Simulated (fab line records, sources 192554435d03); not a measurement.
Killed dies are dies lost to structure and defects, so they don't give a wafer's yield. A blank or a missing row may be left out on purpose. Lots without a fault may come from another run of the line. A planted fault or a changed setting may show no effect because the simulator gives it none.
One fault seen from 3 desks | flow n5_finfet | each desk has only its own numbers; what lay behind them comes last

THE DEFECT DESK
What the inspections along the route counted, lot by lot: means of the sampled wafers that have a number. A lot is out of limits, marked OUT, if its mean lies more than 4 standard deviations from the usual mean; the brackets give that distance.
Columns: A = raw_defect_count at N5_MOL_CONTACT_COAG_INSPECT_10, usual 62
lot  | first seen here | A
L537 | day 6 19:41     | 70
L541 | day 7 14:31     | 101
L542 | day 7 22:10     | 64
L545 | day 8 16:11     | 48
L546 | day 8 21:29     | 54
L548 | day 9 08:19     | 120
L552 | day 10 16:54    | 76
This desk's finding: nothing out of limits on any of the 7 lots.

THE TOOL OWNER'S DESK: rie_diel-04
The tool's own readings at N5_MOL_CONTACT_COAG_ETCH_15 (etches SiNx in CH3F/O2, stops on Si:P, target depth 7 nm): means of the sampled wafers that have a number, for each lot that ran on this tool. A lot is out of limits, marked OUT, if its mean lies more than 4 standard deviations from the usual mean; the brackets give that distance.
Columns: A = drypump_motor_current_A at N5_MOL_CONTACT_COAG_ETCH_15, usual 5.6 A; B = oes_product_au at N5_MOL_CONTACT_COAG_ETCH_15, usual 0.58 a.u.; C = rf_vpp_V at N5_MOL_CONTACT_COAG_ETCH_15, usual 297 V; D = showerhead_plenum_p_Torr at N5_MOL_CONTACT_COAG_ETCH_15, usual 1.99 Torr; E = throttle_valve_pct at N5_MOL_CONTACT_COAG_ETCH_15, usual 16.29 %
lot  | first seen here | A   | B    | C   | D    | E
L541 | day 7 14:46     | 5.7 | 0.52 | 298 | 1.97 | 16.33
L542 | day 7 22:25     | 5.5 | 0.48 | 297 | 1.97 | 16.31
L546 | day 8 21:44     | 5.5 | 0.48 | 298 | 1.97 | 16.33
L548 | day 9 08:34     | 5.7 | 0.48 | 297 | 2.06 | 16.34
This desk's finding: nothing out of limits on any of the 4 lots.

THE METROLOGY DESK
What the gauges read, lot by lot, whatever tool the lot ran on: means of the sampled wafers that have a number. A lot is out of limits, marked OUT, if its mean lies more than 4 standard deviations from the usual mean; the brackets give that distance.
Columns: A = cd_nm at N5_MOL_CONTACT_COAG_CD_MEAS_08, usual 28.1 nm; B = CA_OVL at N5_MOL_CONTACT_COAG_OVL_MEAS_09, usual -0.2 nm
lot  | first seen here | A    | B
L537 | day 6 19:35     | 28.3 | -1.1
L541 | day 7 14:26     | 28.2 | 0.3
L542 | day 7 22:04     | 28.1 | -0.4
L545 | day 8 16:07     | 27.4 | -0.1
L546 | day 8 21:23     | 28.4 | 0.6
L548 | day 9 08:14     | 28.2 | 0.3
L552 | day 10 16:49    | 28.3 | -0.1
This desk's finding: nothing out of limits on any of the 7 lots.

PUT TOGETHER
The defect desk saw nothing out of limits.
The tool owner's desk saw nothing out of limits.
The metrology desk saw nothing out of limits.

WHAT THE SIMULATOR HAD PUT IN
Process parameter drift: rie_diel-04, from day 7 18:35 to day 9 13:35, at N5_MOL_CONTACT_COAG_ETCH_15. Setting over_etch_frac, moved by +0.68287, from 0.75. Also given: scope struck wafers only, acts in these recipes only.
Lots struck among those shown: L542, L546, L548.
